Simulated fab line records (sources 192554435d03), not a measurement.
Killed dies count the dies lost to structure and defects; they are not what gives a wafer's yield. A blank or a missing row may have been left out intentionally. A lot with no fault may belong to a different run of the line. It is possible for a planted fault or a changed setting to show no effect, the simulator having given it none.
Matching of chambers -- flow n5-finfet -- 3 sister chambers for N5_BEOL_M12_ILD_DEP_00 on pecvd-04
The step deposits SiOC from DEMS/O2, target thk 658.92 nm, time 130.7 s. 16 wafers are shown with their chamber, then 8 later ones without.

WAFERS WITH THEIR CHAMBER
wafer,chamber,heater-power-w (W),throttle-valve-pct (%),showerhead-plenum-p-Torr (Torr)
L075.2,0,515,12.4,5.678
L075.3,1,503,12.1,5.661
L075.5,0,532,12.7,5.691
L079.1,0,421,12.2,5.698
L079.2,2,336,11.5,5.706
L079.5,1,589,12.2,5.684
L083.3,2,376,11.9,5.708
L083.4,2,405,11.8,5.701
L083.5,1,620,12.1,5.682
L081.3,1,577,11.9,5.692
L081.5,2,327,11.8,5.701
L081.6,0,523,12.6,5.691
L080.1,2,415,12.1,5.711
L080.5,2,345,11.9,5.709
L080.6,0,500,12.4,5.685
L084.1,2,366,11.9,5.704

SIGNATURES (averages over the wafers above)
reading,chamber 0,chamber 1,chamber 2,scatter within a chamber
heater-power-w,498.20,572.25,367.14,41.4
throttle-valve-pct,12.460,12.075,11.843,0.175
showerhead-plenum-p-Torr,5.68860,5.67975,5.70571,0.00804
Rule: for each reading, subtract the chamber's mean from the wafer's reading, divide by that reading's scatter and square the result; add these up over the readings and take the root, which gives the wafer's distance from the chamber. If the next closest chamber is less than 2 further off than the closest, the wafer can't be placed; otherwise it belongs to the closest. The scatter: take each reading less its chamber's mean, square it, sum over the shown wafers, divide by the number of wafers less the number of chambers, and take the root.

WAFERS WITHOUT THEIR CHAMBER
wafer,heater-power-w (W),throttle-valve-pct (%),showerhead-plenum-p-Torr (Torr)
L084.2,473,12.5,5.694
L084.6,388,11.7,5.695
L090.3,460,12.5,5.676
L090.5,539,12.0,5.679
L090.6,486,12.2,5.702
L096.1,445,12.3,5.705
L096.2,604,12.0,5.686
L096.5,503,12.6,5.670

WHICH CHAMBER EACH WENT THROUGH
wafer,from the rows above,in truth
L084.2,0,0
L084.6,2,2
L090.3,can't be placed: 0 or 1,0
L090.5,1,1
L090.6,can't be placed: 0 or 1 or 2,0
L096.1,can't be placed: 0 or 2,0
L096.2,1,1
L096.5,can't be placed: 0 or 1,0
Correct placement for 4 of the 8. Can't be placed from these rows: 4 (the true chamber is among the candidates in 4). 0 placed wrongly.
